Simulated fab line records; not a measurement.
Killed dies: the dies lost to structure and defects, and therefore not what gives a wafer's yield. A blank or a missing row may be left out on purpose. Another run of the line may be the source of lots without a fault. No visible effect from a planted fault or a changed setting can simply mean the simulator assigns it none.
Which tool is to blame? ; flow nand harc ; 69 wafers from 23 lots sampled at 6 of the route's 1159 steps

WHAT THE GAUGES SHOWED, per wafer
The record holds no reading of a measuring or inspecting step that can be judged against a usual standard deviation.

TOOL THAT RAN EACH LOT (tool first, then ch and the chambers of the sampled wafers, then the start)
lot;NHARC_A_STAIRCASE_TRIM_229;NHARC_A_STAIRCASE_ETCH_234;NHARC_A_STAIRCASE_STRIP_254;NHARC_A_STAIRCASE_HM_OPEN_460;NHARC_A_STAIRCASE_HM_DEP_462;NHARC_A_STAIRCASE_ETCH_313
L074;rie diel-07 ch 0,1,2, day 11 02:28;rie diel-07 ch 0,3, day 11 05:17 or earlier;plasma asher-01 ch 0,1, day 11 05:17;rie diel-07 ch 0,3, day 11 11:22 or earlier;acl dep-02 ch 0, day 11 11:22;rie diel-11 ch 2,3, day 11 14:17
L077;rie diel-11 ch 0,1,3, day 11 15:51;rie diel-11 ch 1,2, day 11 18:58 or earlier;plasma asher-01 ch 0,1, day 11 18:58;rie diel-11 ch 0,1,3, day 12 05:37 or earlier;acl dep-02 ch 0, day 12 05:37;rie diel-07 ch 1,3, day 12 08:01
L075;rie diel-13 ch 1,2,3, day 11 18:43;rie diel-13 ch 0,1,2, day 11 21:26 or earlier;plasma asher-01 ch 0,1, day 11 21:26;rie diel-11 ch 2,3, day 12 05:46 or earlier;acl dep-01 ch 0, day 12 05:46;rie diel-13 ch 1,3, day 12 08:37
L079;rie diel-11 ch 0,2, day 11 20:39;rie diel-11 ch 2,3, day 11 23:48 or earlier;plasma asher-02 ch 0,1, day 11 23:48;rie diel-13 ch 1,2,3, day 12 10:24 or earlier;acl dep-03 ch 0, day 12 10:24;rie diel-07 ch 0,1,3, day 12 13:07
L078;rie diel-07 ch 2,3, day 11 21:10;rie diel-07 ch 0,1, day 12 00:23 or earlier;plasma asher-01 ch 0, day 12 00:23;rie diel-11 ch 0,3, day 12 09:02 or earlier;acl dep-02 ch 0, day 12 09:02;rie diel-13 ch 0,1, day 12 11:32
L080;rie diel-11 ch 0,3, day 12 12:40;rie diel-11 ch 0,1, day 12 15:56 or earlier;plasma asher-02 ch 0,1, day 12 15:56;rie diel-11 ch 0,1, day 12 22:07 or earlier;acl dep-02 ch 0, day 12 22:07;rie diel-11 ch 1,2,3, day 13 00:55
L081;rie diel-11 ch 0,1,3, day 12 13:33;rie diel-11 ch 1,2,3, day 12 18:02 or earlier;plasma asher-02 ch 0,1, day 12 18:02;rie diel-13 ch 1,2,3, day 13 01:29 or earlier;acl dep-01 ch 0, day 13 01:29;rie diel-11 ch 0,1,2, day 13 04:07
L082;rie diel-13 ch 1,3, day 13 02:34;rie diel-13 ch 1,3, day 13 05:44 or earlier;plasma asher-01 ch 0, day 13 05:44;rie diel-13 ch 0,1,3, day 13 14:49 or earlier;acl dep-03 ch 0, day 13 14:49;rie diel-13 ch 0,2, day 13 17:32
L083;rie diel-11 ch 1,2,3, day 13 19:25;rie diel-11 ch 1,2, day 13 22:14 or earlier;plasma asher-01 ch 0,1, day 13 22:14;rie diel-11 ch 0,1, day 14 04:04 or earlier;acl dep-01 ch 0, day 14 04:04;rie diel-11 ch 0,1, day 14 07:01
L086;rie diel-11 ch 0,1,2, day 14 10:56;rie diel-11 ch 0,2,3, day 14 14:34 or earlier;plasma asher-01 ch 0,1, day 14 14:34;rie diel-07 ch 0,1,3, day 15 00:16 or earlier;acl dep-03 ch 0, day 15 00:16;rie diel-11 ch 0,1,3, day 15 02:38
L084;rie diel-13 ch 1,3, day 14 11:04;rie diel-13 ch 2,3, day 14 14:11 or earlier;plasma asher-01 ch 1, day 14 14:11;rie diel-11 ch 0,1,3, day 14 22:47 or earlier;acl dep-01 ch 0, day 14 22:47;rie diel-07 ch 0,1,2, day 15 01:34
L088;rie diel-11 ch 0,3, day 14 11:22;rie diel-11 ch 2,3, day 14 14:37 or earlier;plasma asher-02 ch 0,1, day 14 14:37;rie diel-11 ch 0,1,2, day 15 01:31 or earlier;acl dep-03 ch 0, day 15 01:31;rie diel-07 ch 0,1,2, day 15 04:29
L085;rie diel-07 ch 0,2,3, day 14 14:44;rie diel-07 ch 0,2,3, day 14 17:35 or earlier;plasma asher-02 ch 0,1, day 14 17:35;rie diel-07 ch 0,1,3, day 15 02:14 or earlier;acl dep-02 ch 0, day 15 02:14;rie diel-11 ch 0,1,2, day 15 05:16
L087;rie diel-13 ch 0,3, day 14 19:19;rie diel-13 ch 0,2, day 14 22:36 or earlier;plasma asher-01 ch 0,1, day 14 22:36;rie diel-13 ch 0,3, day 15 07:37 or earlier;acl dep-01 ch 0, day 15 07:37;rie diel-07 ch 0,2,3, day 15 10:34
L090;rie diel-13 ch 0,1,2, day 14 23:17;rie diel-13 ch 2,3, day 15 02:12 or earlier;plasma asher-01 ch 0,1, day 15 02:12;rie diel-11 ch 0,3, day 15 09:43 or earlier;acl dep-01 ch 0, day 15 09:43;rie diel-07 ch 0,1,2, day 15 12:42
L089;rie diel-11 ch 2,3, day 14 23:52;rie diel-11 ch 1,2,3, day 15 02:37 or earlier;plasma asher-02 ch 0,1, day 15 02:37;rie diel-11 ch 2,3, day 15 13:45 or earlier;acl dep-03 ch 0, day 15 13:45;rie diel-11 ch 0,3, day 15 16:25
L093;rie diel-11 ch 0,2, day 15 05:02;rie diel-11 ch 0,3, day 15 08:24 or earlier;plasma asher-01 ch 0,1, day 15 08:24;rie diel-11 ch 0,1,2, day 15 15:55 or earlier;acl dep-03 ch 0, day 15 15:55;rie diel-11 ch 0,1,3, day 15 18:46
L091;rie diel-13 ch 0,1,2, day 15 07:20;rie diel-13 ch 0,1,3, day 15 10:26 or earlier;plasma asher-01 ch 0,1, day 15 10:26;rie diel-07 ch 1,2,3, day 15 19:54 or earlier;acl dep-01 ch 0, day 15 19:54;rie diel-07 ch 0,1,2, day 15 22:42
L092;rie diel-13 ch 1,2,3, day 15 09:35;rie diel-13 ch 1,2,3, day 15 12:34 or earlier;plasma asher-02 ch 0,1, day 15 12:34;rie diel-11 ch 0,2,3, day 15 22:02 or earlier;acl dep-01 ch 0, day 15 22:02;rie diel-11 ch 0,1,2, day 16 00:34
L095;rie diel-13 ch 0,1, day 16 07:49;rie diel-13 ch 0,1,3, day 16 11:26 or earlier;plasma asher-01 ch 0,1, day 16 11:26;rie diel-07 ch 0,1, day 16 18:22 or earlier;acl dep-01 ch 0, day 16 18:22;rie diel-11 ch 0,1,3, day 16 21:18
L096;rie diel-13 ch 0,2,3, day 16 11:12;rie diel-13 ch 0,1,2, day 16 14:06 or earlier;plasma asher-02 ch 0,1, day 16 14:06;rie diel-11 ch 1,2,3, day 16 21:30 or earlier;acl dep-02 ch 0, day 16 21:30;rie diel-11 ch 0,1,2, day 17 00:23
L094;rie diel-11 ch 0,1,2, day 16 17:33;rie diel-11 ch 0,1,3, day 16 20:28 or earlier;plasma asher-01 ch 0,1, day 16 20:28;rie diel-13 ch 0,1,3, day 17 02:28 or earlier;acl dep-03 ch 0, day 17 02:28;rie diel-11 ch 0,1,3, day 17 05:19
L097;rie diel-07 ch 2,3, day 16 21:45;rie diel-07 ch 2,3, day 17 00:41 or earlier;plasma asher-01 ch 0,1, day 17 00:41;rie diel-07 ch 2,3, day 17 07:16 or earlier;acl dep-01 ch 0, day 17 07:16;rie diel-13 ch 0,1,3, day 17 09:58
- NHARC_A_STAIRCASE_TRIM_229: chemistry O2, time 211.2 s.
- NHARC_A_STAIRCASE_ETCH_234: etches the open film in C4F8/O2, target depth 100 nm, time 40.5 s.
- NHARC_A_STAIRCASE_STRIP_254: strips in O2.
- NHARC_A_STAIRCASE_HM_OPEN_460: chemistry O2/COS.
- NHARC_A_STAIRCASE_HM_DEP_462: deposits aC, target thk 800 nm.
- NHARC_A_STAIRCASE_ETCH_313: etches the open film in CF4/CHF3.

WHAT THE TOOLS THEMSELVES READ (means of the sampled wafers that have a number; where no wafer has one, the mark that the record gives instead)
NHARC_A_STAIRCASE_TRIM_229. Usual: drypump motor current A 5.9 A, standard deviation 0.33; oes product au 1.004 a.u., standard deviation 0.013; rf vpp V 57.8 V, standard deviation 0.83; showerhead plenum p Torr 3.60 Torr, standard deviation 0.13; throttle valve pct 17.036 %, standard deviation 0.0086.
lot;tool;drypump motor current A (A);oes product au (a.u.);rf vpp V (V);showerhead plenum p Torr (Torr);throttle valve pct (%);flag
L074;rie diel-07;6.1;1.005;57.5;3.53;17.034;
L077;rie diel-11;5.9;1.004;57.8;3.50;17.033;
L075;rie diel-13;5.7;1.001;58.4;3.71;17.044;
L079;rie diel-11;6.1;1.013;57.7;3.53;17.041;
L078;rie diel-07;5.8;1.000;57.9;3.58;17.038;
L080;rie diel-11;5.6;1.007;57.1;3.39;17.042;
L081;rie diel-11;5.9;1.005;57.3;3.50;17.032;
L082;rie diel-13;5.6;0.994;57.9;3.70;17.042;
L083;rie diel-11;6.2;1.004;57.9;3.60;17.035;
L086;rie diel-11;6.1;1.017;57.9;3.53;17.034;
L084;rie diel-13;5.6;0.988;58.4;3.70;17.035;
L088;rie diel-11;5.8;1.006;58.1;3.44;17.029;
L085;rie diel-07;6.0;1.012;58.0;3.53;17.026;
L087;rie diel-13;5.6;1.005;58.8;3.74;17.038;
L090;rie diel-13;5.7;1.009;58.0;3.72;17.037;
L089;rie diel-11;6.3;1.000;57.9;3.58;17.024;
L093;rie diel-11;5.8;1.018;57.7;3.41;17.044;
L091;rie diel-13;5.8;1.002;57.6;3.71;17.037;
L092;rie diel-13;5.7;1.002;58.6;3.69;17.029;
L095;rie diel-13;5.6;0.993;57.9;3.70;17.037;
L096;rie diel-13;5.7;1.005;57.8;3.71;17.048;
L094;rie diel-11;6.1;1.002;58.0;3.52;17.035;
L097;rie diel-07;5.8;1.003;57.7;3.56;17.042;

NHARC_A_STAIRCASE_ETCH_234. Usual: bias w 1000 W, standard deviation 3.1; oes product au 0.946 a.u., standard deviation 0.015; rf vpp V 899 V, standard deviation 4.7.
lot;tool;bias w (W);oes product au (a.u.);rf vpp V (V);flag
L074;rie diel-07;1003;0.947;898;
L077;rie diel-11;1002;0.957;900;
L075;rie diel-13;1000;0.931;904;
L079;rie diel-11;1000;0.940;897;
L078;rie diel-07;1005;0.938;896;
L080;rie diel-11;1001;0.955;893;
L081;rie diel-11;1001;0.945;898;
L082;rie diel-13;998;0.924;902;
L083;rie diel-11;997;0.973;900;
L086;rie diel-11;1000;0.955;894;
L084;rie diel-13;999;0.960;902;
L088;rie diel-11;1003;0.935;897;
L085;rie diel-07;1001;0.951;896;
L087;rie diel-13;1003;0.952;903;
L090;rie diel-13;1001;0.937;903;
L089;rie diel-11;1000;0.938;898;
L093;rie diel-11;1000;0.940;890;
L091;rie diel-13;998;0.952;903;
L092;rie diel-13;1000;0.948;902;
L095;rie diel-13;1000;0.930;903;
L096;rie diel-13;998;0.931;903;
L094;rie diel-11;998;0.944;894;
L097;rie diel-07;997;0.950;898;

NHARC_A_STAIRCASE_STRIP_254. Usual: drypump motor current A 5.72 A, standard deviation 0.21; heater power w 312 W, standard deviation 21.
lot;tool;drypump motor current A (A);heater power w (W);flag
L074;plasma asher-01;5.76;304;
L077;plasma asher-01;5.84;312;
L075;plasma asher-01;5.83;308;
L079;plasma asher-02;5.47;329;
L078;plasma asher-01;5.67;287;
L080;plasma asher-02;5.63;336;
L081;plasma asher-02;5.64;331;
L082;plasma asher-01;5.68;281;
L083;plasma asher-01;5.77;294;
L086;plasma asher-01;5.75;299;
L084;plasma asher-01;5.90;314;
L088;plasma asher-02;5.47;328;
L085;plasma asher-02;5.47;332;
L087;plasma asher-01;5.78;296;
L090;plasma asher-01;5.84;302;
L089;plasma asher-02;5.61;332;
L093;plasma asher-01;5.84;308;
L091;plasma asher-01;5.83;310;
L092;plasma asher-02;5.47;330;
L095;plasma asher-01;5.78;302;
L096;plasma asher-02;5.46;336;
L094;plasma asher-01;5.77;290;
L097;plasma asher-01;5.77;299;

NHARC_A_STAIRCASE_HM_OPEN_460. Usual: bias w 300.0 W, standard deviation 0.85; drypump motor current A 5.9 A, standard deviation 0.35; oes product au 1.006 a.u., standard deviation 0.014; rf vpp V 467.8 V, standard deviation 2.6; showerhead plenum p Torr 3.15 Torr, standard deviation 0.12; throttle valve pct 28.329 %, standard deviation 0.0096.
lot;tool;bias w (W);drypump motor current A (A);oes product au (a.u.);rf vpp V (V);showerhead plenum p Torr (Torr);throttle valve pct (%);flag
L074;rie diel-07;300.5;6.0;0.998;468.8;3.16;28.340;
L077;rie diel-11;298.8;5.9;1.008;466.9;3.10;28.322;
L075;rie diel-11;300.7;6.1;1.002;468.0;3.15;28.335;
L079;rie diel-13;300.2;5.7;0.994;470.0;3.28;28.326;
L078;rie diel-11;300.2;5.7;0.993;466.2;3.05;28.335;
L080;rie diel-11;300.0;5.7;1.021;464.8;3.04;28.331;
L081;rie diel-13;298.8;5.7;0.993;470.9;3.28;28.327;
L082;rie diel-13;300.5;5.6;0.995;470.6;3.29;28.324;
L083;rie diel-11;299.5;6.0;1.023;467.6;3.14;28.329;
L086;rie diel-07;300.7;6.0;1.002;467.6;3.12;28.341;
L084;rie diel-11;300.7;5.9;1.003;466.3;3.09;28.331;
L088;rie diel-11;300.5;6.1;1.023;467.4;3.12;28.327;
L085;rie diel-07;300.5;6.0;0.994;466.8;3.12;28.327;
L087;rie diel-13;299.9;5.6;0.994;471.4;3.30;28.328;
L090;rie diel-11;300.6;5.7;0.995;466.0;3.04;28.321;
L089;rie diel-11;299.8;6.1;0.990;467.4;3.13;28.323;
L093;rie diel-11;299.5;6.1;1.013;466.8;3.12;28.328;
L091;rie diel-07;300.1;5.9;1.004;467.9;3.14;28.331;
L092;rie diel-11;299.1;5.9;1.014;465.5;3.07;28.324;
L095;rie diel-07;300.1;6.3;1.000;466.7;3.09;28.336;
L096;rie diel-11;300.2;6.2;1.002;468.8;3.18;28.329;
L094;rie diel-13;299.6;5.6;0.998;470.4;3.28;28.331;
L097;rie diel-07;299.8;5.9;1.012;466.9;3.13;28.331;

NHARC_A_STAIRCASE_HM_DEP_462. Usual: throttle valve pct 35.000 %, standard deviation 0.0085.
lot;tool;throttle valve pct (%);flag
L074;acl dep-02;34.994;
L077;acl dep-02;34.998;
L075;acl dep-01;34.999;
L079;acl dep-03;35.001;
L078;acl dep-02;34.996;
L080;acl dep-02;34.995;
L081;acl dep-01;35.002;
L082;acl dep-03;34.995;
L083;acl dep-01;34.991;
L086;acl dep-03;35.000;
L084;acl dep-01;35.008;
L088;acl dep-03;35.001;
L085;acl dep-02;34.994;
L087;acl dep-01;35.002;
L090;acl dep-01;34.998;
L089;acl dep-03;35.002;
L093;acl dep-03;34.998;
L091;acl dep-01;35.006;
L092;acl dep-01;35.005;
L095;acl dep-01;34.985;
L096;acl dep-02;35.005;
L094;acl dep-03;34.991;
L097;acl dep-01;35.004;

NHARC_A_STAIRCASE_ETCH_313. Usual: bias w 200.1 W, standard deviation 0.61; drypump motor current A 6.0 A, standard deviation 0.34; oes product au 0.945 a.u., standard deviation 0.022; rf vpp V 371.2 V, standard deviation 2.1; showerhead plenum p Torr 1.59 Torr, standard deviation 0.058; throttle valve pct 16.803 %, standard deviation 0.0098.
lot;tool;bias w (W);drypump motor current A (A);oes product au (a.u.);rf vpp V (V);showerhead plenum p Torr (Torr);throttle valve pct (%);flag
L074;rie diel-11;199.3;6.3;0.925;371.8;1.60;16.799;
L077;rie diel-07;200.6;5.9;0.916;372.2;1.59;16.804;
L075;rie diel-13;200.4;5.6;0.964;372.3;1.65;16.806;
L079;rie diel-07;199.7;6.1;0.924;371.3;1.58;16.804;
L078;rie diel-13;199.6;5.6;0.953;374.3;1.67;16.806;
L080;rie diel-11;200.2;6.2;0.929;371.4;1.61;16.808;
L081;rie diel-11;200.5;6.0;0.978;370.7;1.58;16.803;
L082;rie diel-13;200.2;5.9;0.942;374.2;1.66;16.802;
L083;rie diel-11;200.2;5.7;0.939;369.5;1.53;16.799;
L086;rie diel-11;200.1;5.9;0.955;369.9;1.55;16.797;
L084;rie diel-07;200.4;6.1;0.934;370.6;1.56;16.791;
L088;rie diel-07;199.7;6.1;0.935;369.7;1.56;16.806;
L085;rie diel-11;199.9;6.1;0.959;371.1;1.57;16.804;
L087;rie diel-07;199.9;6.0;0.959;370.7;1.57;16.797;
L090;rie diel-07;200.0;6.1;0.978;371.1;1.56;16.806;
L089;rie diel-11;200.3;5.7;0.921;368.6;1.53;16.799;
L093;rie diel-11;200.8;5.9;0.934;369.8;1.55;16.802;
L091;rie diel-07;199.8;6.1;0.928;370.2;1.56;16.793;
L092;rie diel-11;200.2;6.1;0.953;371.6;1.57;16.804;
L095;rie diel-11;200.2;5.9;0.981;369.5;1.55;16.796;
L096;rie diel-11;200.4;6.0;0.931;370.6;1.57;16.806;
L094;rie diel-11;200.2;5.9;0.973;370.5;1.55;16.810;
L097;rie diel-13;200.5;5.6;0.960;374.2;1.65;16.796;

THE ANSWER, worked out from the rows above alone
Rule: lot off if the mean of its wafers having a number is beyond 3 standard deviations from the usual mean. A lot without any number at a reading at which 4 lots or more have one is off too. Any other lot the step has rows for is counted as sound. First the gauges in route order, then the tools' own readings, where a lot's mean is used as printed above. The first step at which some lot is off is used, and at that step the reading that is off furthest; a lot without a number counts as furthest.
Across all readings shown, no lot is off: no conclusion can be drawn from this.

WHAT THE SIMULATOR PUT IN
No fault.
